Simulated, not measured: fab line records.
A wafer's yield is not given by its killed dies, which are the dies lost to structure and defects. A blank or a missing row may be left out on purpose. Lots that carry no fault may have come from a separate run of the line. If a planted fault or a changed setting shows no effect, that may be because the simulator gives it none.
Comparing a struck lot with a sound one | flow nand-harc | 15 out of 1302 route steps
Sound: these wafers, L160.3, L160.4, L160.5. Wafers L165.1, L165.2, L165.5 were the ones struck. The cause comes at the end.
Per side, at each step with rows, come the tool, then ch with its chambers, and then its first start. Under that, the readings that differ: sound wafers | struck wafers | difference of the means | sigmas: that difference in standard deviations of wafers without a fault.
alike: same words and numbers on both sides, and readings whose means sit less than 2 such deviations apart. not compared: any withheld reading, any reading some wafer has no value for, any bound like >300 that may hide the same value, and any number with overlapping values for which the record gives no deviation.
A row with sigmas, a row that says differs or no value, or rows on one side alone: a step with any of these is where the two part. Non-overlapping numbers with no deviation appear without sigmas and do not part them. A reading that every wafer of one side lacks parts them only if that side has two wafers or more.

NHARC_A_M0_CD_MEAS_09: the cd target is 80 nm.
  sound on cd-sem-01 ch 0, day 28 05:44; struck on cd-sem-03 ch 0, day 30 20:34
  alike: cd-nm
NHARC_A_M0_OVL_MEAS_10: pitch 160 nm.
  sound on overlay-01, day 28 05:49; struck on overlay-02, day 30 20:39
  alike: overlay-x-nm, overlay-y-nm
NHARC_A_M0_INSPECT_11:
  sound on defect-inspect-02, day 28 05:52; struck on defect-inspect-02, day 30 20:41
  alike: raw-defect-count
then, 2 steps without rows for these wafers: NHARC_A_M0_DESCUM_14 (chemistry O2, time 3 s); NHARC_A_M0_ETCH_34 (etches the open film in N2/H2, target depth 40 nm, overetch 12 nm, time 43.94 s).
NHARC_A_M0_ETCH_15: etches the open film in C4F8/Ar, target depth 150 nm, overetch 15 nm, time 82.5 s.
  sound: rie-diel-10 ch 0,3; struck: rie-diel-11 ch 0,1
  reading      | sound             | struck            | difference | sigmas
  rf-vpp-V (V) | 439.4 439.0 438.9 | 444.6 438.9 444.0 | +3.4       | +2
  alike: oes-product-au
  not compared: rf-hours-counter-h
NHARC_A_M0_CD_MEAS_16:
  sound on cd-sem-01, day 28 06:45; struck on cd-sem-03, day 30 21:05
  alike: cd-nm
NHARC_A_M0_STRIP_18: strips in N2/H2.
  sound on rie-diel-11 ch 0,1,2, day 28 06:50; struck on rie-diel-02 ch 0,1,3, day 30 21:13
  alike: drypump-motor-current-A, oes-product-au, rf-vpp-V, showerhead-plenum-p-Torr, throttle-valve-pct
  not compared: rf-hours-counter-h
then, 1 step without rows for these wafers: NHARC_A_M0_STRIP_19 (strips in post etch residue remover, time 600 s).
NHARC_A_M0_DEGAS_28: time 60 s.
  sound on pvd-sputter-01, day 28 07:21; struck on pvd-sputter-02, day 30 21:43
  alike: heater-power-w
NHARC_A_M0_PRE_CLEAN_29: time 30 s.
  sound on pvd-sputter-01; struck on pvd-sputter-02
  alike: heater-power-w
NHARC_A_M0_PVD_20: deposits TaN, target thk 5 nm, time 8.06 s.
  sound on pvd-sputter-01; struck on pvd-sputter-02
  alike: bias-v, cathode-dc-power-W, throttle-valve-pct
NHARC_A_M0_PVD_21: deposits Cu, target thk 30 nm, time 20.49 s.
  sound on pvd-sputter-01, day 28 07:35; struck on pvd-sputter-02, day 30 22:05
  reading                | sound                | struck               | difference | sigmas
  cathode-dc-power-W (W) | 5000.9 5000.8 4999.6 | 4618.0 4617.9 4620.2 | -381.7     | -99 or more
  alike: throttle-valve-pct
then, 1 step without rows for these wafers: NHARC_A_M0_ECD_22 (material Cu, target thk 400 nm).
NHARC_END_SORT_01:
  the record has rows for the struck wafers here (prober-01 ch 0, day 32 19:25) and none for the sound ones

== WHERE THEY PART ==
First at NHARC_A_M0_ETCH_15; last, within this record, at NHARC_END_SORT_01.

WHY: the cause the simulator had injected
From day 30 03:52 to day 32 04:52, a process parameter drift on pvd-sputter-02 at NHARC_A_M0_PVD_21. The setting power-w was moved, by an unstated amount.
